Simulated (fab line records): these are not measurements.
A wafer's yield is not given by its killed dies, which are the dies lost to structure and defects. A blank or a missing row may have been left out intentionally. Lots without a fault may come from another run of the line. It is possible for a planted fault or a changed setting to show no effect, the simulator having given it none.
Which tool did it?	flow nand harc	Sampling: 24 lots, 72 wafers, 4 of 1159 route steps

== WHAT EACH GAUGE READ, for each wafer ==
NHARC_P_BONDPAD_INSPECT_23. Usual: raw defect count reads 330 (standard deviation 110).
lot	measured	on	raw defect count	flag
L076	day 7 08:48	defect inspect-02	410 353 432	
L074	day 7 09:29	defect inspect-02	448 438 728	
L077	day 7 09:51	defect inspect-01	188 236 231	
L075	day 7 10:36	defect inspect-01	158 271 126	
L078	day 7 15:38	defect inspect-01	329 231 213	
L079	day 7 19:32	defect inspect-02	288 156 273	
L080	day 8 00:55	defect inspect-01	297 295 205	
L081	day 8 02:00	defect inspect-01	450 339 186	
L082	day 8 21:01	defect inspect-01	288 267 345	
L084	day 9 01:55	defect inspect-02	291 295 398	
L083	day 9 09:49	defect inspect-02	272 254 500	
L085	day 9 17:51	defect inspect-02	303 607 471	
L088	day 9 19:35	defect inspect-01	479 219 382	
L086	day 9 19:52	defect inspect-01	222 235 292	
L087	day 10 07:16	defect inspect-02	380 193 255	
L089	day 10 12:16	defect inspect-01	284 350 400	
L090	day 10 14:22	defect inspect-02	577 350 427	
L091	day 11 00:35	defect inspect-01	321 338 591	
L092	day 11 01:25	defect inspect-02	495 300 274	
L093	day 11 08:29	defect inspect-01	350 297 243	
L094	day 11 08:57	defect inspect-02	347 344 361	
L095	day 12 02:35	defect inspect-02	337 243 278	
L096	day 12 03:28	defect inspect-02	376 297 495	
L097	day 12 10:10	defect inspect-01	207 428 255	

NHARC_A_SOURCE_PLATE_THK_MEAS_09: measures by ellipsometry. Usual: thk nm reads 9.6 nm (standard deviation 1.1).
lot	measured	on	thk nm (nm)	flag
L076	day 7 19:35	film metro-02	7.9 9.0 10.5	
L074	day 7 19:35	film metro-01	8.9 7.9 9.8	
L077	day 7 19:36	film metro-02	11.4 8.6 9.7	
L075	day 7 19:37	film metro-01	7.4 9.8 8.3	
L078	day 8 01:47	film metro-01	9.4 9.7 9.8	
L079	day 8 05:20	film metro-02	8.3 8.1 8.8	
L080	day 8 11:04	film metro-02	10.8 12.0 10.5	
L081	day 8 11:04	film metro-02	10.4 9.3 12.8	
L082	day 9 07:13	film metro-01	12.3 10.2 11.2	
L084	day 9 13:03	film metro-01	8.0 8.9 9.2	
L083	day 9 20:01	film metro-01	9.8 9.8 9.8	
L085	day 10 03:48	film metro-02	9.2 8.4 10.1	
L088	day 10 03:48	film metro-01	10.3 9.1 10.7	
L086	day 10 03:49	film metro-02	9.9 10.4 8.7	
L087	day 10 20:31	film metro-02	8.6 9.6 10.5	
L089	day 10 20:31	film metro-01	8.4 8.2 9.7	
L090	day 11 00:15	film metro-02	9.0 10.0 11.0	
L091	day 11 13:33	film metro-01	11.9 11.2 11.0	
L092	day 11 13:33	film metro-02	8.6 11.2 9.8	
L093	day 11 20:48	film metro-02	10.7 9.0 9.0	
L094	day 11 20:48	film metro-01	9.1 10.9 10.5	
L095	day 12 14:32	film metro-01	10.9 9.1 10.2	
L096	day 12 14:32	film metro-02	9.3 9.5 11.5	
L097	day 12 20:07	film metro-01	8.7 9.3 9.7	

NHARC_A_ONON_D1_THK_MEAS_24: measures by ellipsometry. Usual: thk nm reads 1001 nm (standard deviation 9.5).
lot	measured	on	thk nm (nm)	flag
L076	day 8 20:05	film metro-02	996 994 994	
L074	day 8 20:13	film metro-01	986 984 986	
L077	day 8 20:21	film metro-01	1005 1005 1004	
L075	day 8 20:34	film metro-02	999 997 1000	
L078	day 9 02:46	film metro-01	992 992 993	
L079	day 9 05:49	film metro-02	1003 1003 1004	
L080	day 9 11:33	film metro-02	1000 999 998	
L081	day 9 11:34	film metro-01	997 998 996	
L082	day 10 14:34	film metro-02	1016 1019 1017	
L084	day 10 14:34	film metro-01	997 995 995	
L083	day 10 20:23	film metro-02	999 1000 1002	
L085	day 11 04:09	film metro-02	1011 1011 1010	
L088	day 11 04:07	film metro-01	1006 1004 1005	
L086	day 11 04:07	film metro-02	1019 1020 1020	
L087	day 11 21:56	film metro-01	1005 1009 1009	
L089	day 11 21:56	film metro-02	989 991 988	
L090	day 12 08:02	film metro-02	1010 1012 1011	
L091	day 12 15:55	film metro-01	1007 1006 1008	
L092	day 12 15:55	film metro-02	991 989 992	
L093	day 12 21:58	film metro-01	995 993 993	
L094	day 12 21:59	film metro-02	1009 1010 1006	
L095	day 13 14:45	film metro-02	988 987 988	
L096	day 13 14:46	film metro-02	988 988 986	
L097	day 13 20:25	film metro-02	1011 1010 1011	

NHARC_A_CHANNEL_HOLE_D1_CD_MEAS_10 targets a cd of 100 nm. Usual: cd nm reads 100.1 nm (standard deviation 0.46).
lot	measured	on	cd nm (nm)	flag
L076	day 9 00:29	cd sem-02	100.0 99.6 100.2	
L074	day 9 02:01	cd sem-01	100.6 100.8 100.4	
L077	day 9 02:11	cd sem-01	100.3 100.1 100.6	
L075	day 9 02:25	cd sem-03	99.6 100.0 99.9	
L078	day 9 08:15	cd sem-03	100.5 100.2 99.6	
L079	day 9 10:27	cd sem-02	99.4 99.8 99.6	
L080	day 9 16:26	cd sem-02	100.3 98.9 100.6	
L081	day 9 16:08	cd sem-01	100.5 101.0 100.6	
L082	day 10 23:11	cd sem-03	100.5 100.1 99.9	
L084	day 10 23:46	cd sem-03	100.5 100.9 100.0	
L083	day 11 02:48	cd sem-01	100.3 100.7 100.4	
L085	day 11 10:04	cd sem-02	99.5 100.2 99.9	
L088	day 11 08:55	cd sem-03	99.8 100.3 99.7	
L086	day 11 08:34	cd sem-02	99.5 99.9 100.0	
L087	day 12 02:19	cd sem-01	100.2 100.3 100.4	
L089	day 12 02:37	cd sem-02	100.2 99.8 100.0	
L090	day 12 12:27	cd sem-02	100.0 100.0 99.8	
L091	day 12 21:41	cd sem-01	100.2 99.8 99.6	
L092	day 12 22:33	cd sem-03	100.7 99.6 100.2	
L093	day 13 04:27	cd sem-01	100.4 99.8 99.2	
L094	day 13 04:38	cd sem-02	100.9 100.0 100.8	
L095	day 13 19:09	cd sem-02	99.5 100.1 99.9	
L096	day 13 19:25	cd sem-02	100.4 99.8 100.8	
L097	day 14 00:41	cd sem-01	100.7 99.3 100.2	

== EACH LOT AND THE TOOL THAT RAN IT (in order: tool; ch and the chambers of the sampled wafers; start) ==
Before these readings, the record contains no process step.

== WHAT THE TOOLS THEMSELVES READ (means of the sampled wafers that have a number; where no wafer has one, the mark that the record gives instead) ==
The record holds no such reading with a usual standard deviation.

== THE ANSWER, worked out from the rows above alone ==
Rule: a lot is off if the mean of its wafers that have a number lies more than 3 standard deviations from the usual mean. Also off: a lot with no number at a reading for which 4 or more lots have one. Where the step has rows for the other lots, those lots are counted as sound. Order of review: gauges by route order, followed by the tools' own readings, for which a lot's mean as printed above is used. At the first step where some lot is off, the reading lying furthest off is the one used; lots without a number count as furthest.
Across all readings shown, no lot is off: no conclusion can be drawn from this.

== WHAT WAS PUT IN BY THE SIMULATOR ==
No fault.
